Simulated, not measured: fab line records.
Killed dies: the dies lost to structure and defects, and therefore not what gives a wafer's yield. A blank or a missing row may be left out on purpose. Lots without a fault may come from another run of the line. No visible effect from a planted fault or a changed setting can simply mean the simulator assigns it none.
Problem report in the 8D (eight disciplines) form, filled by code	flow n5-finfet	the parts of the form that need people (team, actions taken, sign-off) are left out

== 1. THE ISSUE ==
CJ_P at N5_BEOL_M4_RC_MEAS_101 reads a mean of 3.30 on 2 wafers of 1 lot; wafers without a fault read 5.79 with a standard deviation of 0.18. Relative to the usual mean, that is a shift of -14 standard deviations.
First observed at day 13 15:20: wafer L478.1, on prober-01. At this step, 23 wafers from 8 lots have a number in the record. Rule for "out", or "out of limits": more than 4 standard deviations from the usual mean. The rest of the wafers with a number are treated as sound.

== 2. WHAT IT IS, WHAT IT ISN'T ==
question	is	is not
which readings at this step	CJ_P, ION_P, REXT_P	DIBL_N, DIBL_P, IOFF_N, IOFF_P, ION_N, SS_N, SS_P, VT_N
which lots	L478	L456, L459, L460, L461, L462, L466, L473
which wafers of those lots	L478.1, L478.4	L478.6
read on which gauges	prober-01	prober-02
when	from day 13 15:20	up to then (21 sound wafers)

== 3. WHAT RULES OUT EACH SUSPECT ==
Counting: a tool at a process step up to the reading stays a suspect if it ran every lot that is out. Sound lots after the first of them don't rule it out here, since some wafers of a struck lot are sound.
- the gauge at N5_BEOL_M4_RC_MEAS_101 is ruled out. All the wafers that are out were read on prober-01, but those of them that N5_SD_EPI_P_SD_RECESS_17 has rows for are out there too, on other tools.
- rie-diel-03 at N5_SD_EPI_N_ETCH_34 (etches SiARC in CF4, target depth 45.5 nm, time 75.8 s): kept. It ran the lot that is out, L478 (day 8 14:01); its last sound lot up to then is L462 (day 4 15:58).
- rie-diel-03 at N5_SD_EPI_N_ETCHBACK_44 (etches SiNx in CH3F/O2, stops on SiO2, target depth 14.5 nm): kept. It ran the lot that is out, L478 (day 8 14:23); its last sound lot up to then is L462 (day 4 16:22).
- rie-diel-03 at N5_SD_EPI_N_ETCH_16 (etches SiO2 in CHF3/O2, target depth 5 nm): kept. It ran the lot that is out, L478 (day 8 14:35); its last sound lot up to then is L462 (day 4 16:32).
- rie-si-05 at N5_SD_EPI_P_SD_RECESS_17 (chemistry HBr/Cl2/O2, target depth 39.1 nm, bt time 3 s): kept. It ran the lot that is out, L478 (day 8 20:58); its last sound lot up to then is L462 (day 4 21:28). Its own readings are out on those wafers: oes-product-au.
Left after counting: rie-diel-03 at N5_SD_EPI_N_ETCH_34, rie-diel-03 at N5_SD_EPI_N_ETCHBACK_44, rie-diel-03 at N5_SD_EPI_N_ETCH_16, rie-si-05 at N5_SD_EPI_P_SD_RECESS_17.

== 4. THE CAUSE (what the simulator had put in) ==
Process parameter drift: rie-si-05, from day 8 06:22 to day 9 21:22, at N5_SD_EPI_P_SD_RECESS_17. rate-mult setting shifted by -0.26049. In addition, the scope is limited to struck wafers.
After counting, 4 suspects remain, this tool included.

== 5. SEQUENCE OF EFFECTS, ordered by route ==
One row per reading whose mean, taken over the struck wafers that have a number, lies over 3 standard deviations from the usual. Only readings whose record carries a usual standard deviation are examined. hours: median over the lots of the time between each lot's start at the first step of this table that gives one and its start at this step. sigmas: the change, counted in usual standard deviations.
hours	step	reading	usual	on struck wafers	change	sigmas
0	N5_SD_EPI_P_SD_RECESS_17	oes-product-au	1.003 a.u.	0.925	-0.078	-4.9
114	N5_BEOL_M4_RC_MEAS_101	CJ_P	5.79	3.30	-2.49	-14
114	N5_BEOL_M4_RC_MEAS_101	ION_P	462 uA/um	410	-52	-7.1
114	N5_BEOL_M4_RC_MEAS_101	REXT_P	101.0 ohm.um	111.3	+10.3	+4.5
224	N5_PASSIVATION_PROBE_49	sort_bin_8_speed	0.00 %	91.73	+91.73	+99 or more
224	N5_PASSIVATION_PROBE_49	sort-n-pass	1082	4	-1078	-54
224	N5_PASSIVATION_PROBE_49	sort-yield-pct	91.7 %	0.3	-91.4	-54
Its process steps:
- N5_SD_EPI_P_SD_RECESS_17: chemistry HBr/Cl2/O2, target depth 39.1 nm, bt time 3 s.
- N5_PASSIVATION_PROBE_49

== 6. HOW IT WOULD HAVE BEEN CAUGHT EARLIER ==
Counted from the fault's start at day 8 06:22, it took 129 hours until the first out-of-limits reading at a measuring or inspecting step in this record, taken at day 13 15:20.
The tool's own readings at N5_SD_EPI_P_SD_RECESS_17 were out on every struck wafer that the step has a row for (oes-product-au): an alarm limit on them would have fired on the first of those.
The start of N5_SD_EPI_P_SD_RECESS_17 on rie-si-05 came by day 13 15:20 for every one of the lots that are out (1). None of them would have been spared by holding the tool at that moment.
